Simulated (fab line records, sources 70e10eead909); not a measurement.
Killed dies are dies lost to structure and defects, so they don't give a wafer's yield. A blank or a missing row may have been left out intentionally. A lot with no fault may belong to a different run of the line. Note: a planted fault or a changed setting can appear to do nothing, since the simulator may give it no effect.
The tool behind it: which one?	flow nand harc	at 1 step of a route of 1302, 10 lots with 30 wafers sampled

## WHAT THE GAUGES SHOWED, per wafer
NHARC_A_CHANNEL_HOLE_D1_CD_MEAS_18.
lot	measured	on	cd nm (nm)
L632	day 9 01:45	cd sem-03	96.5 98.6 97.9
L638	day 11 16:30	cd sem-02	100.1 95.1 98.8
L639	day 11 21:15	cd sem-02	100.4 102.0 98.6
L646	day 14 13:05	cd sem-01	97.9 100.1 99.3
L647	day 15 03:32	cd sem-01	100.5 97.3 97.8
L650	day 16 04:37	cd sem-01	102.3 97.7 102.2
L651	day 17 02:42	cd sem-02	98.8 97.4 98.0
L652	day 17 09:17	cd sem-01	97.2 102.4 97.8
L653	day 17 18:17	cd sem-01	100.0 99.8 101.3
L654	day 18 02:03	cd sem-03	102.9 102.3 101.6

## TOOL THAT RAN EACH LOT (tool first, then ch and the chambers of the sampled wafers, then the start)
Before these readings, the record contains no process step.

## THE ANSWER, worked out from the rows above alone
Rule: the usual values come from the lots themselves. The widest of any qualifying gaps counts: lots, ordered by their means at a reading, are off when they make up no more than a third of the lots, leave a main group of 4 or more, and stand apart from it by 3 or more times the standard deviation of that group's means. If all means in a main group match to the digits the tables above print for the reading, that group is not used. A lot without any number at a reading at which 4 lots or more have one is off too. The other lots that the step has rows for count as sound.
Across all readings shown, no lot is off: no conclusion can be drawn from this.

## WHAT THE SIMULATOR HAD PUT IN
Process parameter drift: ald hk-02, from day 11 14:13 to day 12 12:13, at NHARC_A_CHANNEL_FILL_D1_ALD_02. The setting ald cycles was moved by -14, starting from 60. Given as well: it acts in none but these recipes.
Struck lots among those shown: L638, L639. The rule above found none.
